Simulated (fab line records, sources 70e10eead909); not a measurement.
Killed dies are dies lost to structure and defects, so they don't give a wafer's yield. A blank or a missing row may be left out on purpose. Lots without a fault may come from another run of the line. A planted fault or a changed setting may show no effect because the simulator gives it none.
Chamber matching | flow nand_harc | NHARC_P_M2_PRE_CLEAN_32 on pecvd-04: 3 sister chambers
The step time 12 s. 3 wafers are shown with their chamber, then 8 later ones without.

WAFERS WITH THEIR CHAMBER
wafer  | chamber | heater_power_w (W)
L084.4 | 0       | 510
L084.5 | 2       | 596
L088.2 | 1       | 607

WAFERS WITHOUT THEIR CHAMBER
wafer  | heater_power_w (W)
L088.4 | 578
L088.5 | 628
L090.1 | 556
L090.2 | 636
L090.5 | 553
L093.3 | 580
L093.5 | 580
L093.6 | 551

WHICH CHAMBER EACH WENT THROUGH
wafer  | from the rows above          | in truth
L088.4 | can't be placed: 2 or 1 or 0 | 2
L088.5 | can't be placed: 1 or 2      | 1
L090.1 | can't be placed: 2 or 0 or 1 | 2
L090.2 | can't be placed: 1 or 2      | 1
L090.5 | can't be placed: 0 or 2 or 1 | 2
L093.3 | can't be placed: 2 or 1 or 0 | 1
L093.5 | can't be placed: 2 or 1 or 0 | 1
L093.6 | can't be placed: 0 or 2 or 1 | 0
Placed correctly: 0 of 8. Can't be placed from these rows: 8 (the true chamber is among the candidates in 8). Placed wrongly: 0.
How it was worked out, from the rows above alone: a wafer's distance from a chamber is the root of the sum, over the readings, of the square of ((its reading less the chamber's mean) divided by the reading's scatter). The wafer belongs to the nearest chamber; if the next one is less than 2 further off, it can't be placed. A chamber's mean is the mean of its shown wafers. The scatter: with one shown wafer a chamber, the root of the mean of the squares of how far each hidden wafer lies from its nearest shown one.
